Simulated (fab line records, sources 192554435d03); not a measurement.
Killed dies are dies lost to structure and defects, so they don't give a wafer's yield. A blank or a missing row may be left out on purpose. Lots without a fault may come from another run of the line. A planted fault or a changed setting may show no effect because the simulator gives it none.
Chamber matching | flow n5_finfet | N5_BEOL_M0_SAQP_CUT_ETCH_46 on rie_diel-06: 4 sister chambers
The step etches SOC in N2/H2, target depth 135 nm, overetch 27 nm, time 202.5 s. 8 wafers are shown with their chamber, then 12 later ones without.

WAFERS WITH THEIR CHAMBER
wafer  | chamber | drypump_motor_current_A (A) | throttle_valve_pct (%)
L083.2 | 3       | 5.4                         | 18.5
L085.2 | 1       | 5.7                         | 18.0
L086.6 | 2       | 5.8                         | 17.4
L088.5 | 1       | 5.6                         | 18.0
L088.6 | 0       | 5.7                         | 17.2
L090.2 | 2       | 5.8                         | 17.4
L090.3 | 3       | 5.4                         | 18.0
L090.6 | 0       | 5.7                         | 17.2

WAFERS WITHOUT THEIR CHAMBER
wafer  | drypump_motor_current_A (A) | throttle_valve_pct (%)
L091.3 | 5.7                         | 17.3
L091.4 | 5.4                         | 18.1
L091.6 | 5.8                         | 17.4
L092.3 | 5.4                         | 18.0
L092.5 | 5.8                         | 17.4
L092.6 | 5.6                         | 18.0
L095.1 | 5.7                         | 17.2
L095.3 | 5.4                         | 18.1
L095.6 | 5.4                         | 18.0
L097.2 | 5.7                         | 17.3
L097.3 | 5.6                         | 18.1
L097.6 | 5.8                         | 17.5

WHICH CHAMBER EACH WENT THROUGH
wafer  | from the rows above | in truth
L091.3 | 0                   | 0
L091.4 | 3                   | 3
L091.6 | 2                   | 2
L092.3 | 3                   | 3
L092.5 | 2                   | 2
L092.6 | 1                   | 1
L095.1 | 0                   | 0
L095.3 | 3                   | 3
L095.6 | 3                   | 3
L097.2 | 0                   | 0
L097.3 | 1                   | 1
L097.6 | 2                   | 2
Placed correctly: 12 of 12. Can't be placed from these rows: 0. Placed wrongly: 0.
How it was worked out, from the rows above alone: a wafer's distance from a chamber is the root of the sum, over the readings, of the square of ((its reading less the chamber's mean) divided by the reading's scatter). The wafer belongs to the nearest chamber; if the next one is less than 2 further off, it can't be placed. A chamber's mean is the mean of its shown wafers. The scatter: the root of (the sum of the squares of (reading less its chamber's mean) over the shown wafers, divided by (wafers less chambers)).
